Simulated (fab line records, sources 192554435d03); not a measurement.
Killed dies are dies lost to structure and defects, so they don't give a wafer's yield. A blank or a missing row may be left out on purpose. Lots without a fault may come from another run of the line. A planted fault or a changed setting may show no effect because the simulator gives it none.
fab line records | flow n5_finfet
record lots=5 wafers=15 last_day=18
route steps=1938 shown BEOL_M4@1047
lots that met no fault: from a run of the same line without faults
start_h: hours from the record's first day to the start of the lot's first wafer shown | wait_h: hours since the lot's step before | " the same as in the row above | L1.1+2: a row that stands for several wafers | - no value, or no start given | * or withheld: withheld | < > ~ a bound
route shown NAME@n: a module of which the file shows steps, and the number in the route of the first | usual: mean/standard deviation of fault-free wafers | same: alike in all rows | chamber/n: place in a boat | sites: the reading at each site | _std_site: their standard deviation | _edge_site: outer sites' mean less inner sites' | radius_mm: how far each site lies from the wafer's centre | mask NAME#n: copy n | behind: the tool/chamber that last shaped the wafer | hold: why the lot was held/for how many hours/how that ended | device: the transistor (n, p or np) that didn't switch | end of line: the same wafers' tests at the end of the route | a step without rows: its recipe alone | killed: dies lost to structure and defects at the first sort, not the wafer's yield | map: a wafer's dies, x killed, . not, _ none there
set.NAME: the setting as run; set.NAME@STEP: as run at that earlier step | model.NAME: the simulator's own value behind a step, which no gauge read
lots at some steps of the route; a table a step, a row a wafer
services: from which hour (start_h, from the record's first day; less than 0 if before it) a tool's chamber was out of use, for how many hours, and why
## steps
# step N5_BEOL_M4_COAT_67
# recipe resist=SOC temp_c=250 time_s=60 spin_rpm=1500 resist_thk_nm=60
# usual chill_plate_temp_C=22.98/0.13
# same time_s=60
# columns lot.wafer tool chamber start_h wait_h chill_plate_temp_C
L080.1 litho_track-05 0 193.45 0.0 22.86
L080.2 " 0 " " 22.89
L080.6 " 0 " " 23.00
L078.3 litho_track-03 0 199.01 0.0 22.69
L078.4 " 0 " " 22.81
L078.6 " 0 " " 22.85
L082.1 litho_track-03 0 200.50 0.0 23.15
L082.4 " 0 " " 23.13
L082.5 " 0 " " 23.21
L081.2 litho_track-02 0 210.27 0.0 22.76
L081.3 " 0 " " 22.87
L081.4 " 0 " " 22.86
L096.2 litho_track-05 0 307.12 0.0 22.78
L096.4 " 0 " " 22.76
L096.6 " 0 " " 22.93
# step N5_BEOL_M4_COAT_68
# recipe resist=SiARC temp_c=220 time_s=60 spin_rpm=1500 resist_thk_nm=12
# usual chill_plate_temp_C=23.03/0.099
# same time_s=60
# columns lot.wafer tool chamber start_h wait_h chill_plate_temp_C
L080.1 litho_track-05 0 - - 23.04
L080.2 " 0 " " 22.98
L080.6 " 0 " " 23.09
L078.3 litho_track-03 0 - - 23.05
L078.4 " 0 " " 23.03
L078.6 " 0 " " 22.91
L082.1 litho_track-03 0 - - 23.06
L082.4 " 0 " " 22.97
L082.5 " 0 " " 23.17
L081.2 litho_track-02 0 - - 23.07
L081.3 " 0 " " 22.98
L081.4 " 0 " " 23.06
L096.2 litho_track-05 0 - - 23.18
L096.4 " 0 " " 23.14
L096.6 " 0 " " 22.96
# step N5_BEOL_M4_COAT_76
# recipe resist=underlayer temp_c=205 time_s=60 spin_rpm=1500 resist_thk_nm=5
# usual chill_plate_temp_C=23.00/0.11
# same time_s=60
# columns lot.wafer tool chamber start_h wait_h chill_plate_temp_C
L080.1 litho_track-05 0 - - 22.84
L080.2 " 0 " " 22.90
L080.6 " 0 " " 22.95
L078.3 litho_track-03 0 - - 23.07
L078.4 " 0 " " 23.22
L078.6 " 0 " " 23.17
L082.1 litho_track-03 0 - - 22.86
L082.4 " 0 " " 23.01
L082.5 " 0 " " 23.10
L081.2 litho_track-02 0 - - 23.12
L081.3 " 0 " " 23.11
L081.4 " 0 " " 23.20
L096.2 litho_track-05 0 - - 23.03
L096.4 " 0 " " 23.01
L096.6 " 0 " " 23.01
# step N5_BEOL_M4_COAT_22
# recipe resist=CAR-EUV spin_rpm=1500 resist_thk_nm=30
# usual chill_plate_temp_C=23.01/0.1
# columns lot.wafer tool chamber start_h wait_h chill_plate_temp_C
L080.1 litho_track-05 0 - - 23.02
L080.2 " 0 " " 23.11
L080.6 " 0 " " 23.05
L078.3 litho_track-03 0 - - 23.03
L078.4 " 0 " " 22.92
L078.6 " 0 " " 22.99
L082.1 litho_track-03 0 - - 22.98
L082.4 " 0 " " 22.79
L082.5 " 0 " " 23.00
L081.2 litho_track-02 0 - - 23.07
L081.3 " 0 " " 22.99
L081.4 " 0 " " 23.04
L096.2 litho_track-05 0 - - 22.92
L096.4 " 0 " " 22.95
L096.6 " 0 " " 22.90
# step N5_BEOL_M4_EBR_24
# recipe solvent=PGMEA ebr_width_mm=1.5
# usual chill_plate_temp_C=23.01/0.1
# columns lot.wafer tool chamber start_h wait_h chill_plate_temp_C
L080.1 litho_track-05 0 - - 23.20
L080.2 " 0 " " 23.00
L080.6 " 0 " " 23.10
L078.3 litho_track-03 0 - - 23.08
L078.4 " 0 " " 23.01
L078.6 " 0 " " 23.00
L082.1 litho_track-03 0 - - 23.16
L082.4 " 0 " " 23.24
L082.5 " 0 " " 23.16
L081.2 litho_track-02 0 - - 22.94
L081.3 " 0 " " 22.97
L081.4 " 0 " " 22.96
L096.2 litho_track-05 0 - - 23.01
L096.4 " 0 " " 23.07
L096.6 " 0 " " 23.06
# step N5_BEOL_M4_SOFTBAKE_23
# recipe temp_c=110 time_s=60 resist=CAR-EUV
# usual chill_plate_temp_C=23.03/0.11
# same time_s=60
# columns lot.wafer tool chamber start_h wait_h chill_plate_temp_C
L080.1 litho_track-05 0 - - 23.18
L080.2 " 0 " " 22.96
L080.6 " 0 " " 23.09
L078.3 litho_track-03 0 - - 23.00
L078.4 " 0 " " 22.85
L078.6 " 0 " " 23.15
L082.1 litho_track-03 0 - - 23.02
L082.4 " 0 " " 23.12
L082.5 " 0 " " 23.21
L081.2 litho_track-02 0 - - 22.98
L081.3 " 0 " " 23.13
L081.4 " 0 " " 22.97
L096.2 litho_track-05 0 - - 23.22
L096.4 " 0 " " 23.22
L096.6 " 0 " " 22.95
# step N5_BEOL_M4_EXPOSE_25
# recipe mask_id=V3 na=0.33 source_shape=quasar sigma_inner=0.2 sigma_outer=0.8 polarization=unpolarized defocus_nm=5 dose_mj=63
# same na=0.33
# columns lot.wafer tool chamber start_h wait_h mask
L080.1+2+6 euv_scanner-01 0 193.58 - V3#0
L078.3+4+6 euv_scanner-01 0 199.16 - V3#0
L082.1+4+5 euv_scanner-01 0 200.64 - V3#0
L081.2+3+4 euv_scanner-02 0 210.54 - V3#0
L096.2+4+6 euv_scanner-01 0 307.39 - V3#0
# step N5_BEOL_M4_PEB_26
# recipe peb_temp_c=100 peb_time_s=60 resist=CAR-EUV
# usual chill_plate_temp_C=22.97/0.11
# columns lot.wafer tool chamber start_h wait_h chill_plate_temp_C
L080.1 litho_track-02 0 193.66 0.1 22.89
L080.2 " 0 " " 22.89
L080.6 " 0 " " 22.95
L078.3 litho_track-02 0 199.23 0.1 22.97
L078.4 " 0 " " 23.02
L078.6 " 0 " " 23.14
L082.1 litho_track-05 0 200.72 0.1 22.68
L082.4 " 0 " " 22.73
L082.5 " 0 " " 22.84
L081.2 litho_track-03 0 210.61 0.1 23.04
L081.3 " 0 " " 22.86
L081.4 " 0 " " 22.89
L096.2 litho_track-05 0 307.46 0.1 23.00
L096.4 " 0 " " 23.09
L096.6 " 0 " " 23.00
# step N5_BEOL_M4_DEVELOP_27
# recipe develop_time_s=30 developer=TMAH resist=CAR-EUV rinse_liquid=surfactant_rinse dry=air_spin dev_temp_c=23
# usual chill_plate_temp_C=22.99/0.11
# columns lot.wafer tool chamber start_h wait_h chill_plate_temp_C
L080.1 litho_track-02 0 - - 23.03
L080.2 " 0 " " 22.96
L080.6 " 0 " " 23.10
L078.3 litho_track-02 0 - - 22.98
L078.4 " 0 " " 22.87
L078.6 " 0 " " 22.86
L082.1 litho_track-05 0 - - 22.94
L082.4 " 0 " " 22.94
L082.5 " 0 " " 22.79
L081.2 litho_track-03 0 - - 22.97
L081.3 " 0 " " 22.90
L081.4 " 0 " " 22.83
L096.2 litho_track-05 0 - - 22.98
L096.4 " 0 " " 23.04
L096.6 " 0 " " 23.06
# step N5_BEOL_M4_CD_MEAS_28
# recipe target_cd_nm=26.2 landing_energy_ev=500 detector=se_inlens target_cd_y_nm=24.1 polarity=opening
# usual cd_nm=26.19/0.24
# columns lot.wafer tool chamber start_h wait_h cd_nm
L080.1 cd_sem-01 0 193.73 - 26.05
L080.2 " 0 " " 25.81
L080.6 " 0 " " 25.95
L078.3 cd_sem-02 0 199.29 - 25.85
L078.4 " 0 " " 26.26
L078.6 " 0 " " 26.27
L082.1 cd_sem-03 0 200.79 - 26.59
L082.4 " 0 " " 26.41
L082.5 " 0 " " 26.39
L081.2 cd_sem-03 0 210.68 - 26.20
L081.3 " 0 " " 26.05
L081.4 " 0 " " 25.73
L096.2 cd_sem-02 0 307.53 - 26.55
L096.4 " 0 " " 26.35
L096.6 " 0 " " 25.75
# step N5_BEOL_M4_OVL_MEAS_29
# recipe points_per_wafer=522
# usual V3_OVL=0.0/0.71
# same points_per_wafer=522
# columns lot.wafer tool chamber start_h wait_h V3_OVL[nm]
L080.1 overlay-02 0 193.76 0.0 -0.5
L080.2 " 0 " " -0.1
L080.6 " 0 " " -0.6
L078.3 overlay-01 0 199.33 0.0 1.3
L078.4 " 0 " " 0.4
L078.6 " 0 " " 0.9
L082.1 overlay-01 0 200.82 0.0 -0.3
L082.4 " 0 " " -1.3
L082.5 " 0 " " -0.8
L081.2 overlay-02 0 210.72 0.0 1.0
L081.3 " 0 " " 0.8
L081.4 " 0 " " 0.0
L096.2 overlay-01 0 307.57 0.0 -0.2
L096.4 " 0 " " 0.1
L096.6 " 0 " " 0.8
# step N5_BEOL_M4_INSPECT_30
# recipe mode=adi inspect_instrument=brightfield
# usual raw_defect_count=422/87
# columns lot.wafer tool chamber start_h wait_h raw_defect_count
L080.1 defect_inspect-02 - 193.82 0.1 422
L080.2 " - " " 679
L080.6 " - " " 446
L078.3 defect_inspect-02 - 199.38 0.0 331
L078.4 " - " " 463
L078.6 " - " " 388
L082.1 defect_inspect-01 - 200.88 0.1 499
L082.4 " - " " 382
L082.5 " - " " 533
L081.2 defect_inspect-01 - 210.77 0.0 625
L081.3 " - " " 545
L081.4 " - " " 447
L096.2 defect_inspect-01 - 307.63 0.1 349
L096.4 " - " " 419
L096.6 " - " " 512
# step N5_BEOL_M4_DESCUM_33
# recipe chemistry=O2 time_s=7 source_power_w=50 bias_power_w=20 pressure_mtorr=20 rf_frequency_hz=2.712e+07 temp_c=40 resist=CAR-EUV o2_flow_sccm=225
# usual drypump_motor_current_A=5.8/0.49 o2_flow_sccm=225.2/0.78 oes_product_au=0.77/0.096 rf_fwd_power_W=49.32/0.28 rf_vpp_V=243.3/1.4 showerhead_plenum_p_Torr=2.10/0.073 throttle_valve_pct=20.41/0.17
# same time_s=7
# columns lot.wafer tool chamber start_h wait_h drypump_motor_current_A o2_flow_sccm oes_product_au rf_fwd_power_W rf_hours_counter_h rf_vpp_V showerhead_plenum_p_Torr throttle_valve_pct
L080.1 rie_diel-02 1 194.56 0.7 6.2 224.6 0.71 49.65 219 245.0 2.14 20.30
L080.2 " 2 " " 5.2 225.1 0.70 49.55 234 243.8 2.16 20.83
L080.6 " 1 " " 6.2 225.2 0.72 49.52 - 244.9 2.14 20.29
L078.3 rie_diel-03 0 199.41 0.0 5.6 223.7 0.71 49.49 201 243.9 2.06 20.27
L078.4 " 1 " " 5.3 225.3 0.84 48.98 82 242.5 2.12 20.20
L078.6 " 0 " " 5.6 223.5 0.72 49.49 - 241.8 2.06 20.25
L082.1 rie_diel-02 0 200.91 0.0 5.3 224.9 0.71 49.59 210 242.4 2.00 20.43
L082.4 " 2 " " 5.2 224.3 0.70 49.49 236 244.1 2.16 20.82
L082.5 " 0 " " 5.3 224.9 0.71 49.78 - 240.2 2.00 20.44
L081.2 rie_diel-02 0 210.80 0.0 5.3 224.6 0.71 49.34 213 241.3 2.00 20.42
L081.3 " 2 " " 5.2 224.2 0.70 49.67 240 244.5 2.16 20.84
L081.4 " 1 " " 6.3 223.6 0.71 49.37 225 244.8 2.14 20.30
L096.2 rie_diel-02 3 307.73 0.1 5.6 225.6 0.69 49.49 225 242.4 2.07 20.47
L096.4 " 2 " " 5.2 225.1 0.95 49.85 - 244.6 2.15 20.52
L096.6 " 1 " " 6.2 224.5 0.95 49.60 - 244.2 2.13 19.96
# step N5_BEOL_M4_ETCH_77
# recipe chemistry=N2/H2 target=underlayer target_depth_a=65 mask_material=CAR-EUV time_s=5.2 ion_energy_ev=200 pressure_mtorr=30 source_w=840 bias_w=150 n2_flow_sccm=200 h2_flow_sccm=200 ends=cleared
# usual drypump_motor_current_A=5.8/0.49 etch_rf_on_time_s=5.20/0.14 oes_product_au=0.66/0.082 rf_fwd_power_W=819.4/2.5 rf_vpp_V=524.0/2.8 showerhead_plenum_p_Torr=2.55/0.098 throttle_valve_pct=17.84/0.23
# columns lot.wafer tool chamber start_h wait_h drypump_motor_current_A etch_rf_on_time_s oes_product_au rf_fwd_power_W rf_hours_counter_h rf_vpp_V showerhead_plenum_p_Torr throttle_valve_pct
L080.1 rie_diel-02 1 194.59 0.0 6.3 5.28 0.60 819.1 219 525.8 2.63 17.94
L080.2 " 2 " " 5.2 5.23 0.60 816.6 234 527.3 2.64 18.40
L080.6 " 1 " " 6.2 5.35 0.60 820.2 - 525.0 2.63 17.92
L078.3 rie_diel-03 0 199.45 0.0 5.6 5.06 0.63 819.6 201 522.9 2.54 17.97
L078.4 " 1 " " 5.3 5.21 0.69 820.8 82 526.1 2.58 17.59
L078.6 " 0 " " 5.7 5.03 0.63 816.0 - 524.0 2.53 17.98
L082.1 rie_diel-02 0 200.94 0.0 5.3 5.22 0.60 821.1 210 519.5 2.40 17.61
L082.4 " 2 " " 5.2 5.20 0.60 815.2 236 525.3 2.64 18.39
L082.5 " 0 " " 5.3 5.24 0.61 824.9 - 519.2 2.40 17.62
L081.2 rie_diel-02 0 210.84 0.0 5.3 5.30 0.60 821.6 213 519.1 2.39 17.59
L081.3 " 2 " " 5.2 5.28 0.59 820.5 240 526.2 2.63 18.41
L081.4 " 1 " " 6.2 5.38 0.59 820.1 225 525.8 2.62 17.92
L096.2 rie_diel-02 3 307.76 0.0 5.6 4.98 0.60 821.2 225 523.3 2.51 17.93
L096.4 " 2 " " 5.2 5.19 0.81 821.5 - 525.4 2.62 18.08
L096.6 " 1 " " 6.2 5.37 0.80 819.4 - 528.3 2.61 17.53
# step N5_BEOL_M4_ETCH_69
# recipe chemistry=CF4 target=SiARC target_depth_a=156 mask_material=CAR-EUV time_s=26 ion_energy_ev=80 pressure_mtorr=40 source_w=545 bias_w=36 Ar_flow_sccm=100 cf4_flow_sccm=100 ends=cleared
# usual drypump_motor_current_A=5.8/0.49 etch_rf_on_time_s=26.1/0.65 oes_product_au=0.66/0.082 rf_fwd_power_W=532.3/2 rf_vpp_V=184.1/1.2 showerhead_plenum_p_Torr=2.14/0.073 throttle_valve_pct=15.59/0.18
# columns lot.wafer tool chamber start_h wait_h drypump_motor_current_A etch_rf_on_time_s oes_product_au rf_fwd_power_W rf_hours_counter_h rf_vpp_V showerhead_plenum_p_Torr throttle_valve_pct
L080.1 rie_diel-02 1 194.61 0.0 6.2 26.4 0.60 533.5 219 184.2 2.20 15.63
L080.2 " 2 " " 5.2 26.2 0.60 534.9 234 183.9 2.20 15.96
L080.6 " 1 " " 6.2 26.2 0.60 533.6 - 184.7 2.20 15.61
L078.3 rie_diel-03 0 199.46 0.0 5.6 25.7 0.62 531.4 201 183.8 2.12 15.52
L078.4 " 1 " " 5.3 26.4 0.70 531.2 82 183.7 2.16 15.39
L078.6 " 0 " " 5.6 25.9 0.63 532.0 - 183.6 2.12 15.50
L082.1 rie_diel-02 0 200.96 0.0 5.3 26.4 0.60 533.9 210 182.1 2.04 15.54
L082.4 " 2 " " 5.2 26.4 0.59 537.3 236 185.4 2.20 15.97
L082.5 " 0 " " 5.3 26.5 0.60 531.2 - 181.8 2.04 15.56
L081.2 rie_diel-02 0 210.85 0.0 5.3 26.2 0.60 531.3 213 182.5 2.04 15.55
L081.3 " 2 " " 5.3 26.2 0.60 536.3 240 183.3 2.20 15.98
L081.4 " 1 " " 6.2 26.7 0.60 535.6 225 185.1 2.20 15.62
L096.2 rie_diel-02 3 307.78 0.0 5.6 25.3 0.60 534.8 225 184.2 2.11 15.67
L096.4 " 2 " " 5.2 26.0 0.79 533.6 - 185.1 2.19 15.54
L096.6 " 1 " " 6.2 27.2 0.79 532.7 - 185.0 2.19 15.20
# step N5_BEOL_M4_ALD_98
# recipe material=SiO2 target_thk_a=25 temp_c=100 ald_precursor_family=BDEAS ald_co_reactant=O2-plasma pulse_time_s=1 co_reactant_pulse_time_s=1 purge_time_s=2 co_reactant_purge_time_s=2 ald_cycles=17 pressure_torr=2
# usual heater_power_outer_w=41/3.9 heater_power_w=78/5.1 precursor_pulse_height_rel=0.997/0.022
# same ald_cycles=17 purge_time_s=2
# columns lot.wafer tool chamber start_h wait_h heater_power_outer_w heater_power_w precursor_pulse_height_rel
L080.1 ald_sin-01 1 194.69 0.1 40 82 0.997
L080.2 " 0 " " 42 80 0.987
L080.6 " 0 " " 43 80 0.970
L078.3 ald_sin-03 3 199.55 0.1 46 83 0.975
L078.4 " 2 " " 38 76 0.951
L078.6 " 2 " " 39 76 1.002
L082.1 ald_sin-02 1 201.87 0.9 43 81 1.018
L082.4 " 3 " " 37 69 1.011
L082.5 " 1 " " 43 80 0.977
L081.2 ald_sin-01 1 210.94 0.1 41 83 0.993
L081.3 " 2 " " 45 81 1.009
L081.4 " 3 " " 43 82 0.991
L096.2 ald_sin-01 0 308.20 0.4 42 81 1.020
L096.4 " 3 " " 43 81 1.025
L096.6 " 0 " " 43 78 0.989
# step N5_BEOL_M4_ETCHBACK_99
# recipe chemistry=CHF3 target=SiO2 target_depth_a=50 time_s=10.4 source_w=215 bias_w=47 Ar_flow_sccm=200 CHF3_flow_sccm=12 ion_energy_ev=100 pressure_mtorr=30
# usual CHF3_flow_sccm=12.00/0.036 drypump_motor_current_A=5.7/0.47 oes_product_au=0.79/0.1 rf_fwd_power_W=212.2/1.2 rf_vpp_V=243/5.4 showerhead_plenum_p_Torr=2.17/0.081 throttle_valve_pct=17.03/0.2
# same time_s=10.4
# columns lot.wafer tool chamber start_h wait_h CHF3_flow_sccm drypump_motor_current_A oes_product_au rf_fwd_power_W rf_hours_counter_h rf_vpp_V showerhead_plenum_p_Torr throttle_valve_pct
L080.1 rie_diel-02 1 199.96 5.2 11.97 6.3 0.71 213.9 221 251 2.23 17.14
L080.2 " 0 " " 12.07 5.3 0.71 212.9 210 242 2.03 16.87
L080.6 " 1 " " 11.97 6.3 0.71 214.3 - 249 2.23 17.12
L078.3 rie_diel-02 1 204.36 4.8 11.98 6.2 0.71 213.2 223 248 2.23 17.13
L078.4 " 3 " " 11.95 5.6 0.75 211.1 182 243 2.16 17.17
L078.6 " 0 " " 12.00 5.3 0.71 213.3 - 242 2.02 16.88
L082.1 rie_diel-02 1 206.09 4.2 12.00 6.2 0.71 212.0 223 249 2.23 17.14
L082.4 " 3 " " 12.02 5.6 0.73 212.4 182 244 2.16 17.17
L082.5 " 2 " " 11.99 5.2 0.69 214.2 - 240 2.22 17.44
L081.2 rie_diel-02 1 216.08 5.1 11.98 6.2 0.70 213.1 226 249 2.23 17.16
L081.3 " 3 " " 12.03 5.6 0.73 211.6 186 243 2.16 17.18
L081.4 " 2 " " 11.96 5.2 0.70 213.0 241 240 2.21 17.45
L096.2 rie_diel-02 3 309.28 1.0 12.01 5.6 0.71 211.3 226 242 2.15 17.27
L096.4 " 1 " " 12.02 6.2 0.94 213.5 - 250 2.22 16.76
L096.6 " 2 " " 12.01 5.2 0.94 213.2 - 241 2.21 17.07
# step N5_BEOL_M4_ETCH_70
# recipe chemistry=N2/H2 target=SOC target_depth_a=800 overetch_a=240 mask_material=SiARC temp_c=40 time_s=130 ion_energy_ev=200 pressure_mtorr=30 source_w=840 bias_w=150 n2_flow_sccm=200 h2_flow_sccm=200
# usual drypump_motor_current_A=5.8/0.46 oes_product_au=0.58/0.073 rf_fwd_power_W=835.4/2.7 rf_vpp_V=524.4/2.5 showerhead_plenum_p_Torr=2.56/0.094 throttle_valve_pct=17.78/0.24
# same time_s=130
# columns lot.wafer tool chamber start_h wait_h drypump_motor_current_A oes_product_au rf_fwd_power_W rf_hours_counter_h rf_vpp_V showerhead_plenum_p_Torr throttle_valve_pct
L080.1 rie_diel-02 1 200.00 0.0 6.2 0.52 835.9 221 526.5 2.63 17.89
L080.2 " 0 " " 5.3 0.53 835.7 210 521.6 2.40 17.56
L080.6 " 1 " " 6.3 0.52 834.0 - 524.6 2.63 17.88
L078.3 rie_diel-02 1 204.39 0.0 6.2 0.53 833.3 223 526.1 2.63 17.88
L078.4 " 3 " " 5.6 0.53 838.9 182 524.1 2.53 17.82
L078.6 " 0 " " 5.3 0.52 833.2 - 519.8 2.40 17.58
L082.1 rie_diel-02 1 206.13 0.0 6.2 0.52 836.6 223 524.7 2.62 17.89
L082.4 " 3 " " 5.6 0.53 835.1 182 523.1 2.53 17.81
L082.5 " 2 " " 5.2 0.52 836.8 - 524.9 2.64 18.35
L081.2 rie_diel-02 1 216.12 0.0 6.3 0.52 838.3 226 525.3 2.62 17.88
L081.3 " 3 " " 5.6 0.53 836.4 186 524.5 2.52 17.81
L081.4 " 2 " " 5.2 0.52 838.2 241 525.9 2.63 18.36
L096.2 rie_diel-02 3 309.32 0.0 5.6 0.51 833.5 226 524.0 2.51 17.91
L096.4 " 1 " " 6.3 0.69 837.7 - 525.1 2.61 17.51
L096.6 " 2 " " 5.2 0.69 839.3 - 524.6 2.62 18.01
# step N5_BEOL_M4_STRIP_71
# recipe chemistry=N2/H2 temp_c=40 n2_flow_sccm=200 h2_flow_sccm=200 rf_frequency_hz=6e+07
# columns lot.wafer tool chamber start_h wait_h
L080.1+2+6 rie_diel-02 1,0,1 200.09 0.0
L078.3+4+6 rie_diel-02 1,3,0 204.48 0.0
L082.1+4+5 rie_diel-02 1,3,2 206.22 0.0
L081.2+3+4 rie_diel-02 1,3,2 216.20 0.0
L096.2+4+6 rie_diel-02 3,1,2 309.40 0.0
# step N5_BEOL_M4_STRIP_78
# recipe chemistry=N2/H2 temp_c=40 n2_flow_sccm=200 h2_flow_sccm=200 rf_frequency_hz=6e+07
# columns lot.wafer tool chamber start_h wait_h
L080.1+2+6 rie_diel-02 1,0,1 200.10 0.0
L078.3+4+6 rie_diel-02 1,3,0 204.49 0.0
L082.1+4+5 rie_diel-02 1,3,2 206.23 0.0
L081.2+3+4 rie_diel-02 1,3,2 216.21 0.0
L096.2+4+6 rie_diel-02 3,1,2 309.41 0.0
# step N5_BEOL_M4_VIA_ETCH_34
# recipe chemistry=C4F6/O2 target_depth_a=694 mask_material=SOC pressure_mtorr=15 ion_energy_ev=250 taper_deg=4 time_s=65.9 source_w=350 bias_w=170 Ar_flow_sccm=300 C4F6_flow_sccm=10 O2_flow_sccm=10
# usual drypump_motor_current_A=5.8/0.46 oes_product_au=0.79/0.1 rf_fwd_power_W=346.6/1.3 rf_vpp_V=671/14 showerhead_plenum_p_Torr=2.86/0.1 throttle_valve_pct=30.72/0.24
# same time_s=65.9
# columns lot.wafer tool chamber start_h wait_h drypump_motor_current_A oes_product_au rf_fwd_power_W rf_hours_counter_h rf_vpp_V showerhead_plenum_p_Torr throttle_valve_pct
L080.1 rie_diel-02 1 200.11 0.0 6.2 0.71 347.0 221 690 2.94 30.82
L080.2 " 0 " " 5.3 0.71 346.4 210 670 2.68 30.37
L080.6 " 1 " " 6.2 0.71 346.8 - 691 2.94 30.82
L078.3 rie_diel-02 1 204.50 0.0 6.3 0.71 348.1 223 690 2.94 30.83
L078.4 " 3 " " 5.6 0.74 346.2 182 672 2.85 30.90
L078.6 " 0 " " 5.3 0.70 347.9 - 671 2.68 30.39
L082.1 rie_diel-02 1 206.24 0.0 6.2 0.71 347.5 223 689 2.94 30.82
L082.4 " 3 " " 5.6 0.73 346.8 182 671 2.85 30.90
L082.5 " 2 " " 5.2 0.69 347.8 - 664 2.92 31.06
L081.2 rie_diel-02 1 216.22 0.0 6.2 0.70 347.9 226 689 2.94 30.83
L081.3 " 3 " " 5.6 0.74 344.9 186 671 2.85 30.91
L081.4 " 2 " " 5.2 0.70 345.1 241 665 2.92 31.07
L096.2 rie_diel-02 3 309.42 0.0 5.6 0.70 347.4 227 671 2.83 30.95
L096.4 " 1 " " 6.2 0.94 348.0 - 687 2.92 30.59
L096.6 " 2 " " 5.2 0.94 348.6 - 664 2.91 30.93
# step N5_BEOL_M4_STRIP_83
# recipe chemistry=C4F6/O2 resist=SiARC rf_frequency_hz=6e+07
# columns lot.wafer tool chamber start_h wait_h
L080.1+2+6 rie_diel-02 1,0,1 200.16 0.0
L078.3+4+6 rie_diel-02 1,3,0 204.55 0.0
L082.1+4+5 rie_diel-02 1,3,2 206.29 0.0
L081.2+3+4 rie_diel-02 1,3,2 216.27 0.0
L096.2+4+6 rie_diel-02 3,1,2 309.47 0.0
# step N5_BEOL_M4_STRIP_36
# recipe chemistry=N2/H2 power_w=450 temp_c=40 pressure_mtorr=20 rf_frequency_hz=6e+07 overash_fraction=0.3 bias_power_w=7 h2_frac=0.5 n2_flow_sccm=200 h2_flow_sccm=200
# usual drypump_motor_current_A=5.7/0.47 oes_product_au=0.80/0.1 rf_vpp_V=59.1/1.4 showerhead_plenum_p_Torr=2.56/0.094 throttle_valve_pct=23.6/0.31
# columns lot.wafer tool chamber start_h wait_h drypump_motor_current_A oes_product_au rf_hours_counter_h rf_vpp_V showerhead_plenum_p_Torr throttle_valve_pct
L080.1 rie_diel-02 1 200.17 0.0 6.3 0.71 221 57.9 2.62 23.7
L080.2 " 0 " " 5.3 0.72 210 59.8 2.39 23.3
L080.6 " 1 " " 6.2 0.71 - 59.9 2.62 23.8
L078.3 rie_diel-02 1 204.56 0.0 6.2 0.71 223 60.4 2.62 23.7
L078.4 " 3 " " 5.6 0.74 182 59.4 2.52 23.6
L078.6 " 0 " " 5.3 0.72 - 57.5 2.39 23.3
L082.1 rie_diel-02 1 206.30 0.0 6.3 0.71 223 59.9 2.62 23.7
L082.4 " 3 " " 5.6 0.74 182 60.4 2.52 23.7
L082.5 " 2 " " 5.2 0.69 - 58.1 2.63 24.3
L081.2 rie_diel-02 1 216.28 0.0 6.2 0.71 226 57.9 2.62 23.7
L081.3 " 3 " " 5.6 0.73 186 59.5 2.52 23.7
L081.4 " 2 " " 5.2 0.69 241 58.0 2.63 24.3
L096.2 rie_diel-02 3 309.48 0.0 5.6 0.69 227 60.2 2.50 23.7
L096.4 " 1 " " 6.3 0.94 - 59.6 2.60 23.5
L096.6 " 2 " " 5.2 0.93 - 58.2 2.62 24.0
# step N5_BEOL_M4_TRENCH_ETCH_37
# recipe chemistry=C4F6/O2 target_depth_a=555.55 target=SiOC time_s=29.2 ion_energy_ev=250 pressure_mtorr=30 source_w=355 bias_w=185 Ar_flow_sccm=300 C4F6_flow_sccm=10 O2_flow_sccm=10
# usual drypump_motor_current_A=5.7/0.47 oes_product_au=0.80/0.1 rf_fwd_power_W=349.3/1.9 rf_vpp_V=671/15 showerhead_plenum_p_Torr=2.87/0.1 throttle_valve_pct=20.82/0.21
# same time_s=29.2
# columns lot.wafer tool chamber start_h wait_h drypump_motor_current_A oes_product_au rf_fwd_power_W rf_hours_counter_h rf_vpp_V showerhead_plenum_p_Torr throttle_valve_pct
L080.1 rie_diel-02 1 - - 6.3 0.72 352.1 222 690 2.95 20.90
L080.2 " 0 " " 5.3 0.71 349.8 210 671 2.68 20.59
L080.6 " 1 " " 6.2 0.71 351.8 - 690 2.95 20.91
L078.3 rie_diel-02 1 - - 6.3 0.71 350.8 223 691 2.95 20.91
L078.4 " 3 " " 5.6 0.74 350.0 182 672 2.86 20.97
L078.6 " 0 " " 5.3 0.72 349.8 - 670 2.68 20.58
L082.1 rie_diel-02 1 - - 6.2 0.71 350.0 223 691 2.94 20.91
L082.4 " 3 " " 5.7 0.73 348.1 182 670 2.86 20.97
L082.5 " 2 " " 5.2 0.69 352.1 - 666 2.93 21.23
L081.2 rie_diel-02 1 - - 6.2 0.70 351.4 226 691 2.94 20.92
L081.3 " 3 " " 5.6 0.73 348.3 186 673 2.86 20.98
L081.4 " 2 " " 5.2 0.70 350.8 241 665 2.93 21.22
L096.2 rie_diel-02 3 - - 5.6 0.71 348.4 227 670 2.84 21.03
L096.4 " 1 " " 6.2 0.94 349.9 - 688 2.93 20.59
L096.6 " 2 " " 5.2 0.95 353.1 - 664 2.91 20.92
## services
# columns tool chamber start_h hours kind
ald_sin-01 - 177.12 14.0 pm
rie_diel-03 3 189.80 9.6 repair
euv_scanner-02 - 194.34 1.0 pm
euv_scanner-01 - 206.25 1.0 pm
ald_sin-01 - 213.84 28.1 pm
rie_diel-03 - 219.02 2.8 pm
euv_scanner-01 - 238.70 23.5 repair
ald_sin-02 2 239.54 22.8 repair
rie_diel-02 2 241.92 - clean
rie_diel-02 2 241.92 - consumable_replace:focus_ring
rie_diel-02 2 241.92 31.1 scheduled_down
rie_diel-02 2 241.92 31.1 vent_cycle
ald_sin-01 1 255.32 3.2 repair
rie_diel-03 0 259.75 6.6 repair
ald_sin-02 3 260.01 3.4 repair
rie_diel-02 0 261.10 2.4 repair
euv_scanner-02 - 262.17 1.0 pm
euv_scanner-01 - 263.18 1.0 pm
euv_scanner-02 - 264.23 5.8 pm
euv_scanner-01 - 282.41 5.8 pm
euv_scanner-01 - 292.47 0.3 repair
euv_scanner-01 - 299.42 4.6 pm
ald_sin-01 3 299.85 3.5 repair
euv_scanner-02 - 306.64 1.0 pm
## key
fault none
